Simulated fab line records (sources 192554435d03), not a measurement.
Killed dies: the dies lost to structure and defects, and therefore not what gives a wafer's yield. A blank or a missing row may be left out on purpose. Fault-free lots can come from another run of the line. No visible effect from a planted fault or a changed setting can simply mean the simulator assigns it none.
Matching of chambers	flow n5 finfet	N5_BEOL_M6_ALD_77 on ald metal-03 has 4 sister chambers
The step deposits TaN, target thk 2 nm, pulse time 2 s, purge time 3 s. 14 wafers are shown with their chamber, then 7 later ones without.

== EACH WAFER AND ITS CHAMBER ==
wafer	chamber	heater power w (W)	precursor vessel temp c (C)
L075.2	2	458	75.03
L075.3	3	424	75.11
L075.5	3	414	75.01
L078.1	3	423	75.23
L078.4	0	473	74.94
L078.6	2	469	75.04
L081.2	1	370	75.11
L081.5	3	419	74.95
L081.6	2	457	75.08
L080.1	0	474	74.85
L080.3	1	371	75.01
L080.4	2	464	74.99
L084.1	2	453	74.77
L084.3	0	476	75.13

SIGNATURES (averages over the wafers above)
reading	chamber 0	chamber 1	chamber 2	chamber 3	scatter within a chamber
heater power w	474.33	370.50	460.20	420.00	4.75
precursor vessel temp c	74.9733	75.0600	74.9820	75.0750	0.123
Rule: a wafer's distance from a chamber is the root of the sum, over the readings, of the square of ((its reading less the chamber's mean) divided by the reading's scatter). If the next closest chamber is less than 2 further off than the closest, the wafer can't be placed; otherwise it belongs to the closest. The scatter: take each reading less its chamber's mean, square it, sum over the shown wafers, divide by the number of wafers less the number of chambers, and take the root.

== WAFERS WITH NO CHAMBER GIVEN ==
wafer	heater power w (W)	precursor vessel temp c (C)
L084.6	422	75.16
L086.3	421	75.13
L086.4	480	74.99
L086.5	483	75.00
L093.2	491	74.95
L093.4	451	75.04
L093.5	421	75.05

== WHICH CHAMBER EACH ONE RAN IN ==
wafer	from the rows above	in truth
L084.6	3	3
L086.3	3	3
L086.4	0	0
L086.5	0	0
L093.2	0	0
L093.4	2	2
L093.5	3	3
Correctly placed: 7 of 7. Number that these rows cannot place: 0. Placed wrongly: 0.
